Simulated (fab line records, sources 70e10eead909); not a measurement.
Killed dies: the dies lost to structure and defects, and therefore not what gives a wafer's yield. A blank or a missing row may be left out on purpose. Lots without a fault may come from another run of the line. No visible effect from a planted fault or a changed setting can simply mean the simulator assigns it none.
A lot that was struck, set against a sound lot + flow nand harc + 14 out of 1159 route steps
Sound: the wafers L476.1, L476.3, L476.6. Wafers L466.1, L466.3, L466.4 were the ones struck. At the end, the cause is stated.
At each step with rows: each side's tool, then ch and its chambers, then its first start. Under that, the readings that differ: sound wafers + struck wafers + difference of the means + sigmas: that difference in standard deviations of wafers without a fault.
alike: same words and numbers on both sides, and readings whose means sit less than 2 such deviations apart. not compared: any withheld reading, any reading some wafer has no value for, any bound like >300 that may hide the same value, and any number with overlapping values for which the record gives no deviation.
Wherever a step has rows on one side only, a row that says differs or no value, or a row with sigmas, the two part there. When numbers do not overlap yet have no deviation, they are printed without sigmas and do not part them. Lack of a reading on every wafer of one side parts them only where that side has two or more wafers.

first, 2 steps without rows for these wafers: NHARC_A_CONTACT_PEB_67 (peb time 65 s); NHARC_A_CONTACT_DEVELOP_68 (develop time 35 s).
NHARC_A_CONTACT_CD_MEAS_69: target cd 200 nm.
  sound on cd sem-02 ch 0, day 21 17:11; struck on cd sem-02 ch 0, day 19 21:21
| reading    | sound             | struck            | difference | sigmas |
|------------|-------------------|-------------------|------------|--------|
| cd nm (nm) | 200.6 199.9 200.1 | 199.5 199.3 198.8 | -1.0       | -2     |
NHARC_A_CONTACT_OVL_MEAS_70:
  struck on overlay-02, day 19 21:26; sound on overlay-02, day 21 17:18
  alike: overlay x nm, overlay y nm
NHARC_A_CONTACT_INSPECT_71:
  struck on defect inspect-02, day 19 21:29; sound on defect inspect-01, day 21 17:20
  alike: raw defect count
NHARC_A_CONTACT_DESCUM_74: chemistry O2, time 3 s.
  sound on rie diel-03 ch 0,1,3, day 21 17:23; struck on rie diel-08 ch 1,2,3, day 19 21:32
  alike: drypump motor current A, o2 flow sccm, oes product au, rf vpp V, showerhead plenum p Torr, throttle valve pct
  not compared: rf hours counter h
NHARC_A_CONTACT_ETCH_75: etches the open film in CF4, target depth 39 nm, time 65 s.
  sound on rie diel-03 ch 2,3, day 21 17:29; struck on rie diel-08 ch 0,1,2, day 19 21:37
  alike: bias w, cf4 flow sccm, drypump motor current A, oes product au, rf vpp V, showerhead plenum p Torr, throttle valve pct
  not compared: rf hours counter h
then, 2 steps without rows for these wafers: NHARC_A_CONTACT_ETCH_76 (etches the open film in N2/H2, target depth 260 nm, time 475.3 s); NHARC_A_CONTACT_ETCH_77 (etches the open film in CF4/CHF3, target depth 72.6 nm, time 36.3 s).
NHARC_A_CONTACT_ETCH_78: etches the open film in O2/COS, target depth 2800 nm, time 728 s.
  sound on rie diel-03 ch 1,2; struck on rie diel-08 ch 0,2,3
  alike: bias w, chamber pressure mTorr, drypump motor current A, o2 flow sccm, oes product au, rf vpp V, showerhead plenum p Torr, throttle valve pct
  not compared: rf hours counter h
NHARC_A_CONTACT_ETCH_124: etches the open film in C4F8/O2/Ar, time 140 s, target depth 700 nm.
  sound on har cap etch-02 ch 0,1, day 21 18:42; struck on har cap etch-02 ch 0,1, day 19 22:41
  alike: chamber pressure mTorr, oes air line au
  not compared: rf hours counter h
then, 1 step without rows for these wafers: NHARC_A_CONTACT_ETCH_125 (etches the open film in C4F8/O2/Ar, time 155 s, target depth 956 nm).
NHARC_A_CONTACT_ETCH_126: etches the open film in C4F8/O2/Ar, time 155 s, target depth 956 nm.
  sound on har cap etch-02 ch 0,1, day 21 19:02; struck on har cap etch-02 ch 0,1, day 19 23:01
  no value came back on the struck wafers for chamber pressure mTorr (mTorr), oes air line au (a.u.); on the sound wafers chamber pressure mTorr (mTorr) reads 19.987 19.997 19.989
  not compared: rf hours counter h
NHARC_A_CONTACT_ETCH_127: etches the open film in C4F8/O2/Ar, time 155 s, target depth 956 nm.
  sound on har cap etch-02 ch 0,1, day 21 19:10; struck on har cap etch-02 ch 0,1, day 19 23:10
  alike: chamber pressure mTorr, oes air line au
  not compared: rf hours counter h

WHERE THEY PART
Last at NHARC_A_CONTACT_ETCH_126 as far as this record goes, first at NHARC_A_CONTACT_CD_MEAS_69. Later steps at which nothing parts them and some readings are alike: NHARC_A_CONTACT_ETCH_127.

WHY: whatever the simulator had introduced
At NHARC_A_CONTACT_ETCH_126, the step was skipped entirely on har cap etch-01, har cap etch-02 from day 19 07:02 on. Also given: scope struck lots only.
